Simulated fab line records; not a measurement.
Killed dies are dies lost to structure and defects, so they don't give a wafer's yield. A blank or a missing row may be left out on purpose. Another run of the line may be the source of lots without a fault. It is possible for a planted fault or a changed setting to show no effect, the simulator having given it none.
Which tool was responsible? :: flow n5 finfet :: 27 wafers from 9 lots sampled at 6 of the route's 1938 steps

WHAT EACH GAUGE READ, for each wafer
N5_PMOS_HMC_CHANNEL_EPI_INSPECT_30: inspects for defects (darkfield). Usual: raw defect count reads 20 (standard deviation 7.3).
lot: L592
measured: day 2 15:54
on: defect inspect-02
raw defect count: 18 16 13
flag: 

lot: L594
measured: day 3 02:46
on: defect inspect-02
raw defect count: 25 27 26
flag: 

lot: L596
measured: day 3 14:26
on: defect inspect-01
raw defect count: 22 8 29
flag: 

lot: L599
measured: day 4 08:47
on: defect inspect-02
raw defect count: 17 27 28
flag: 

lot: L600
measured: day 4 14:26
on: defect inspect-01
raw defect count: 17 24 34
flag: 

lot: L603
measured: day 5 08:37
on: defect inspect-01
raw defect count: 26 17 20
flag: 

lot: L605
measured: day 5 20:14
on: defect inspect-01
raw defect count: 10 25 31
flag: 

lot: L610
measured: day 7 02:47
on: defect inspect-02
raw defect count: 19 12 17
flag: 

lot: L611
measured: day 7 08:54
on: defect inspect-01
raw defect count: 11 22 15
flag: 

N5_FIN_SAQP_CD_MEAS_16: the cd target is 35.6 nm. Usual: cd nm reads 35.5 nm (standard deviation 0.32).
lot: L592
measured: day 2 17:14
on: cd sem-01
cd nm (nm): 36.4 36.1 36.5
flag: 

lot: L594
measured: day 3 04:06
on: cd sem-03
cd nm (nm): 35.5 34.8 35.3
flag: 

lot: L596
measured: day 3 15:45
on: cd sem-02
cd nm (nm): 35.7 35.4 35.3
flag: 

lot: L599
measured: day 4 10:25
on: cd sem-03
cd nm (nm): 36.4 35.6 35.4
flag: 

lot: L600
measured: day 4 15:44
on: cd sem-01
cd nm (nm): 35.6 35.6 35.3
flag: 

lot: L603
measured: day 5 11:22
on: cd sem-01
cd nm (nm): 35.7 35.5 35.6
flag: 

lot: L605
measured: day 5 21:34
on: cd sem-01
cd nm (nm): 27.8 28.9 34.0
flag: OFF

lot: L610
measured: day 7 04:14
on: cd sem-03
cd nm (nm): 35.6 35.2 35.5
flag: 

lot: L611
measured: day 7 10:06
on: cd sem-01
cd nm (nm): 35.5 35.2 35.5
flag: 

N5_BEOL_M4_RC_MEAS_101. Usual: DIBL_N 36.2 mV/V, standard deviation 1.2; DIBL_P 36.3 mV/V, standard deviation 1.3; IOFF_N 0.155 nA/um, standard deviation 0.019; IOFF_P 0.210 nA/um, standard deviation 0.029; ION_N 677 uA/um, standard deviation 8.6; ION_P 465 uA/um, standard deviation 6.8; SS_N 71.4 mV/dec, standard deviation 0.48; SS_P 73.2 mV/dec, standard deviation 0.53; VT_N 249.9 mV, standard deviation 2.4; VT_P -250 mV, standard deviation 3.2.
lot: L592
measured: day 8 20:08
on: prober-01
DIBL_N (mV/V): 34.5 34.6 34.0
DIBL_P (mV/V): 35.1 34.9 34.1
IOFF_N (nA/um): 0.138 0.140 0.121
IOFF_P (nA/um): 0.196 0.194 0.177
ION_N (uA/um): 682 670 664
ION_P (uA/um): 470 465 456
SS_N (mV/dec): 70.4 70.7 70.3
SS_P (mV/dec): 73.4 72.7 72.9
VT_N (mV): 250.0 251.1 253.0
VT_P (mV): -249 -251 -254
flag: 

lot: L594
measured: day 9 14:22
on: prober-02
DIBL_N (mV/V): 37.6 37.2 36.1
DIBL_P (mV/V): 37.0 36.6 35.7
IOFF_N (nA/um): 0.164 0.149 0.144
IOFF_P (nA/um): 0.198 0.181 0.183
ION_N (uA/um): 679 673 674
ION_P (uA/um): 458 457 465
SS_N (mV/dec): 71.6 71.4 71.0
SS_P (mV/dec): 73.7 74.1 73.3
VT_N (mV): 248.7 252.1 251.6
VT_P (mV): -252 -253 -251
flag: 

lot: L596
measured: day 10 17:09
on: prober-01
DIBL_N (mV/V): 35.4 36.3 34.9
DIBL_P (mV/V): 36.0 36.8 35.4
IOFF_N (nA/um): 0.149 0.161 0.133
IOFF_P (nA/um): 0.187 0.198 0.178
ION_N (uA/um): 678 689 667
ION_P (uA/um): 464 469 464
SS_N (mV/dec): 71.4 71.6 71.3
SS_P (mV/dec): 72.9 73.5 73.0
VT_N (mV): 248.8 249.3 252.8
VT_P (mV): -254 -252 -255
flag: 

lot: L599
measured: day 11 05:05
on: prober-01
DIBL_N (mV/V): 34.4 36.1 37.6
DIBL_P (mV/V): 33.4 36.1 37.4
IOFF_N (nA/um): 0.117 0.154 0.181
IOFF_P (nA/um): 0.192 0.227 0.253
ION_N (uA/um): 669 680 684
ION_P (uA/um): 470 474 470
SS_N (mV/dec): 70.6 71.4 71.6
SS_P (mV/dec): 72.5 73.4 74.0
VT_N (mV): 253.2 250.9 246.6
VT_P (mV): -245 -247 -247
flag: 

lot: L600
measured: day 11 13:34
on: prober-01
DIBL_N (mV/V): 35.5 37.7 35.9
DIBL_P (mV/V): 35.8 37.8 35.3
IOFF_N (nA/um): 0.165 0.204 0.152
IOFF_P (nA/um): 0.222 0.267 0.218
ION_N (uA/um): 687 678 678
ION_P (uA/um): 467 470 469
SS_N (mV/dec): 71.0 71.8 71.9
SS_P (mV/dec): 73.1 73.8 73.3
VT_N (mV): 245.4 246.3 252.4
VT_P (mV): -249 -248 -250
flag: 

lot: L603
measured: day 12 09:59
on: prober-02
DIBL_N (mV/V): 35.4 34.9 35.6
DIBL_P (mV/V): 37.3 36.4 37.5
IOFF_N (nA/um): 0.158 0.147 0.172
IOFF_P (nA/um): 0.225 0.215 0.238
ION_N (uA/um): 674 675 680
ION_P (uA/um): 462 469 472
SS_N (mV/dec): 71.5 71.8 70.5
SS_P (mV/dec): 74.0 73.4 73.7
VT_N (mV): 251.2 249.0 248.5
VT_P (mV): -249 -249 -246
flag: 

lot: L605
measured: day 12 17:11
on: prober-01
DIBL_N (mV/V): 35.7
DIBL_P (mV/V): 36.4
IOFF_N (nA/um): 0.152
IOFF_P (nA/um): 0.187
ION_N (uA/um): 672
ION_P (uA/um): 453
SS_N (mV/dec): 72.4
SS_P (mV/dec): 73.1
VT_N (mV): 251.7
VT_P (mV): -254
flag: 

lot: L610
measured: day 13 20:10
on: prober-02
DIBL_N (mV/V): 37.6 37.3 37.2
DIBL_P (mV/V): 36.5 37.1 36.3
IOFF_N (nA/um): 0.155 0.156 0.147
IOFF_P (nA/um): 0.207 0.218 0.203
ION_N (uA/um): 665 680 671
ION_P (uA/um): 457 465 467
SS_N (mV/dec): 71.7 71.6 71.3
SS_P (mV/dec): 72.6 72.3 73.1
VT_N (mV): 250.2 250.3 250.7
VT_P (mV): -250 -249 -249
flag: 

lot: L611
measured: day 14 17:31
on: prober-02
DIBL_N (mV/V): 36.7 36.6 37.7
DIBL_P (mV/V): 36.1 35.9 38.0
IOFF_N (nA/um): 0.170 0.166 0.184
IOFF_P (nA/um): 0.206 0.199 0.240
ION_N (uA/um): 676 676 690
ION_P (uA/um): 466 461 471
SS_N (mV/dec): 71.5 70.6 72.1
SS_P (mV/dec): 73.0 73.5 73.9
VT_N (mV): 247.0 250.3 245.6
VT_P (mV): -251 -252 -249
flag: 

TOOL THAT RAN EACH LOT (tool first, then ch and the chambers of the sampled wafers, then the start)
lot: L592
N5_PMOS_HMC_CHANNEL_EPI_ETCH_38: rie si-03 ch 0,3, day 2 12:37
N5_FIN_SAQP_EXPOSE_13: arfi scanner-02 ch 0, day 2 17:07
N5_FIN_SAQP_DESCUM_21: rie diel-04 ch 1,2,3, day 2 17:23

lot: L594
N5_PMOS_HMC_CHANNEL_EPI_ETCH_38: rie si-05 ch 1,2,3, day 3 00:22
N5_FIN_SAQP_EXPOSE_13: arfi scanner-01 ch 0, day 3 03:58
N5_FIN_SAQP_DESCUM_21: rie diel-01 ch 0,2, day 3 04:11

lot: L596
N5_PMOS_HMC_CHANNEL_EPI_ETCH_38: rie si-03 ch 0,3, day 3 11:44
N5_FIN_SAQP_EXPOSE_13: arfi scanner-02 ch 0, day 3 15:38
N5_FIN_SAQP_DESCUM_21: rie diel-01 ch 2,3, day 3 15:51

lot: L599
N5_PMOS_HMC_CHANNEL_EPI_ETCH_38: rie si-05 ch 0,1,2, day 4 06:23
N5_FIN_SAQP_EXPOSE_13: arfi scanner-01 ch 0, day 4 10:17
N5_FIN_SAQP_DESCUM_21: rie diel-02 ch 1,2,3, day 4 10:31

lot: L600
N5_PMOS_HMC_CHANNEL_EPI_ETCH_38: rie si-04 ch 0,1,3, day 4 12:06
N5_FIN_SAQP_EXPOSE_13: arfi scanner-01 ch 0, day 4 15:36
N5_FIN_SAQP_DESCUM_21: rie diel-02 ch 0,2,3, day 4 15:50

lot: L603
N5_PMOS_HMC_CHANNEL_EPI_ETCH_38: rie si-04 ch 0,2,3, day 5 06:08
N5_FIN_SAQP_EXPOSE_13: arfi scanner-02 ch 0, day 5 11:14
N5_FIN_SAQP_DESCUM_21: rie diel-02 ch 1,2,3, day 5 11:28

lot: L605
N5_PMOS_HMC_CHANNEL_EPI_ETCH_38: rie si-04 ch 0,3, day 5 17:49
N5_FIN_SAQP_EXPOSE_13: arfi scanner-01 ch 0, day 5 21:27
N5_FIN_SAQP_DESCUM_21: rie diel-02 ch 1,2, day 5 22:10

lot: L610
N5_PMOS_HMC_CHANNEL_EPI_ETCH_38: rie si-05 ch 0,1,2, day 7 00:15
N5_FIN_SAQP_EXPOSE_13: arfi scanner-03 ch 0, day 7 04:07
N5_FIN_SAQP_DESCUM_21: rie diel-04 ch 0,1, day 7 04:20

lot: L611
N5_PMOS_HMC_CHANNEL_EPI_ETCH_38: rie si-03 ch 2,3, day 7 06:05
N5_FIN_SAQP_EXPOSE_13: arfi scanner-03 ch 0, day 7 09:59
N5_FIN_SAQP_DESCUM_21: rie diel-04 ch 0,1,2, day 7 10:13
- N5_PMOS_HMC_CHANNEL_EPI_ETCH_38: etches SiO2 in CF4, target depth 1.5 nm.
- N5_FIN_SAQP_EXPOSE_13: exposes mask FIN CORE, target cd 35.6 nm.
- N5_FIN_SAQP_DESCUM_21: chemistry O2, time 7.9 s.

WHAT THE TOOLS THEMSELVES READ (means of the sampled wafers that have a number; where no wafer has one, the mark that the record gives instead)
N5_PMOS_HMC_CHANNEL_EPI_ETCH_38. Usual: drypump motor current A 5.83 A, standard deviation 0.27; oes product au 0.999 a.u., standard deviation 0.017; throttle valve pct 21.83 %, standard deviation 0.24.
lot: L592
tool: rie si-03
drypump motor current A (A): 5.77
oes product au (a.u.): 0.985
throttle valve pct (%): 21.50
flag: 

lot: L594
tool: rie si-05
drypump motor current A (A): 5.72
oes product au (a.u.): 0.997
throttle valve pct (%): 21.95
flag: 

lot: L596
tool: rie si-03
drypump motor current A (A): 5.77
oes product au (a.u.): 0.993
throttle valve pct (%): 21.51
flag: 

lot: L599
tool: rie si-05
drypump motor current A (A): 5.78
oes product au (a.u.): 1.005
throttle valve pct (%): 21.92
flag: 

lot: L600
tool: rie si-04
drypump motor current A (A): 6.08
oes product au (a.u.): 0.988
throttle valve pct (%): 22.05
flag: 

lot: L603
tool: rie si-04
drypump motor current A (A): 5.65
oes product au (a.u.): 0.993
throttle valve pct (%): 22.02
flag: 

lot: L605
tool: rie si-04
drypump motor current A (A): 5.82
oes product au (a.u.): 0.999
throttle valve pct (%): 22.17
flag: 

lot: L610
tool: rie si-05
drypump motor current A (A): 5.79
oes product au (a.u.): 1.004
throttle valve pct (%): 21.92
flag: 

lot: L611
tool: rie si-03
drypump motor current A (A): 6.09
oes product au (a.u.): 1.004
throttle valve pct (%): 21.66
flag: 

N5_FIN_SAQP_EXPOSE_13. Usual: exposure dose mJ cm2 reads 63.21 (standard deviation 0.076).
lot: L592
tool: arfi scanner-02
exposure dose mJ cm2: 63.08
flag: 

lot: L594
tool: arfi scanner-01
exposure dose mJ cm2: 63.15
flag: 

lot: L596
tool: arfi scanner-02
exposure dose mJ cm2: 63.18
flag: 

lot: L599
tool: arfi scanner-01
exposure dose mJ cm2: 63.22
flag: 

lot: L600
tool: arfi scanner-01
exposure dose mJ cm2: 63.19
flag: 

lot: L603
tool: arfi scanner-02
exposure dose mJ cm2: 63.24
flag: 

lot: L605
tool: arfi scanner-01
exposure dose mJ cm2: 60.49
flag: OFF

lot: L610
tool: arfi scanner-03
exposure dose mJ cm2: 63.19
flag: 

lot: L611
tool: arfi scanner-03
exposure dose mJ cm2: 63.10
flag: 

N5_FIN_SAQP_DESCUM_21. Usual: drypump motor current A 5.4 A, standard deviation 0.38; oes product au 0.82 a.u., standard deviation 0.1; rf vpp V 243.7 V, standard deviation 1.1; showerhead plenum p Torr 2.14 Torr, standard deviation 0.056; throttle valve pct 20.42 %, standard deviation 0.2.
lot: L592
tool: rie diel-04
drypump motor current A (A): 5.5
oes product au (a.u.): 0.87
rf vpp V (V): 244.5
showerhead plenum p Torr (Torr): 2.12
throttle valve pct (%): 20.49
flag: 

lot: L594
tool: rie diel-01
drypump motor current A (A): 5.6
oes product au (a.u.): 0.97
rf vpp V (V): 245.8
showerhead plenum p Torr (Torr): 2.23
throttle valve pct (%): 20.14
flag: 

lot: L596
tool: rie diel-01
drypump motor current A (A): 5.9
oes product au (a.u.): 0.98
rf vpp V (V): 244.6
showerhead plenum p Torr (Torr): 2.18
throttle valve pct (%): 20.21
flag: 

lot: L599
tool: rie diel-02
drypump motor current A (A): 5.1
oes product au (a.u.): 0.79
rf vpp V (V): 243.8
showerhead plenum p Torr (Torr): 2.13
throttle valve pct (%): 20.40
flag: 

lot: L600
tool: rie diel-02
drypump motor current A (A): 5.4
oes product au (a.u.): 0.74
rf vpp V (V): 244.1
showerhead plenum p Torr (Torr): 2.15
throttle valve pct (%): 20.48
flag: 

lot: L603
tool: rie diel-02
drypump motor current A (A): 5.1
oes product au (a.u.): 0.79
rf vpp V (V): 244.3
showerhead plenum p Torr (Torr): 2.13
throttle valve pct (%): 20.41
flag: 

lot: L605
tool: rie diel-02
drypump motor current A (A): 5.2
oes product au (a.u.): 0.78
rf vpp V (V): 242.9
showerhead plenum p Torr (Torr): 2.10
throttle valve pct (%): 20.45
flag: 

lot: L610
tool: rie diel-04
drypump motor current A (A): 5.6
oes product au (a.u.): 0.79
rf vpp V (V): 243.5
showerhead plenum p Torr (Torr): 2.07
throttle valve pct (%): 20.53
flag: 

lot: L611
tool: rie diel-04
drypump motor current A (A): 5.5
oes product au (a.u.): 0.84
rf vpp V (V): 243.1
showerhead plenum p Torr (Torr): 2.08
throttle valve pct (%): 20.46
flag: 

THE ANSWER, worked out from the rows above alone
Rule: take the mean of a lot's wafers that have a number; if it is more than 3 standard deviations from the usual mean, the lot is off. Also off: a lot with no number at a reading for which 4 or more lots have one. The other lots that the step has rows for count as sound. After the gauges, taken in route order, come the tools' own readings; for these a lot's mean is taken, as printed above. The first step at which some lot is off is used, and at that step the reading that is off furthest; a lot without a number counts as furthest.
Off: L605 (N5_FIN_SAQP_CD_MEAS_16, cd nm).
If a tool, at a process step before that reading, ran all the lots that are off and no sound lot after the first of them, it fits. The gauges at N5_FIN_SAQP_CD_MEAS_16 aren't tried: what is off there is off at N5_FIN_SAQP_EXPOSE_13 too, on other tools, and a gauge's error can't cause that. Undecided on this evidence; 2 tools fit (rie si-04 at N5_PMOS_HMC_CHANNEL_EPI_ETCH_38, arfi scanner-01 at N5_FIN_SAQP_EXPOSE_13).

WHAT HAD BEEN PUT IN BY THE SIMULATOR
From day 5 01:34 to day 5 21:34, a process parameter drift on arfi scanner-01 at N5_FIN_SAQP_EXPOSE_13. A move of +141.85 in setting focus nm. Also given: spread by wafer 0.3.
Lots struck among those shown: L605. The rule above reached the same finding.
